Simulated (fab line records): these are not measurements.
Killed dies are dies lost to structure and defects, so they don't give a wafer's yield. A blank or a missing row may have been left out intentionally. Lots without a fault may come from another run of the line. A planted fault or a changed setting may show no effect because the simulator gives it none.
Chamber matching    flow n5Finfet    4 sister chambers for N5_DUMMY_GATE_ALD_02 on aldSin-02
The step deposits SiO2, target thk 2 nm, pulse time 1 s. 8 wafers are shown with their chamber, then 7 later ones without.

WAFERS WITH THEIR CHAMBER
wafer   chamber  heaterPowerW (W)  precursorPulseHeightRel
L091.2  1        462               0.981
L091.3  2        488               0.993
L091.6  0        559               1.031
L093.1  3        489               0.964
L093.2  2        485               0.998
L093.5  0        567               1.006
L094.1  3        472               0.980
L094.2  1        480               0.997

WAFERS WITHOUT THEIR CHAMBER
wafer   heaterPowerW (W)  precursorPulseHeightRel
L094.4  555               0.993
L096.2  474               0.979
L096.5  460               1.026
L096.6  578               1.005
L097.1  489               1.003
L097.4  480               1.004
L097.6  493               0.969

WHICH CHAMBER EACH ONE RAN IN
wafer   from the rows above           in truth
L094.4  0                             0
L096.2  can't be placed: 1 or 3 or 2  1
L096.5  can't be placed: 1 or 2 or 3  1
L096.6  0                             0
L097.1  can't be placed: 2 or 1       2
L097.4  can't be placed: 2 or 1 or 3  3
L097.6  can't be placed: 3 or 2 or 1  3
Placed correctly: 2 of 7. Unplaceable from these rows: 5, with the true chamber sitting among the candidates in 5. Wrongly placed: 0.
How it was worked out, from the rows above alone: a wafer's distance from a chamber is the root of the sum, over the readings, of the square of ((its reading less the chamber's mean) divided by the reading's scatter). If the next closest chamber is less than 2 further off than the closest, the wafer can't be placed; otherwise it belongs to the closest. Each chamber's mean is taken over the wafers shown for it. The scatter: take each reading less its chamber's mean, square it, sum over the shown wafers, divide by the number of wafers less the number of chambers, and take the root.
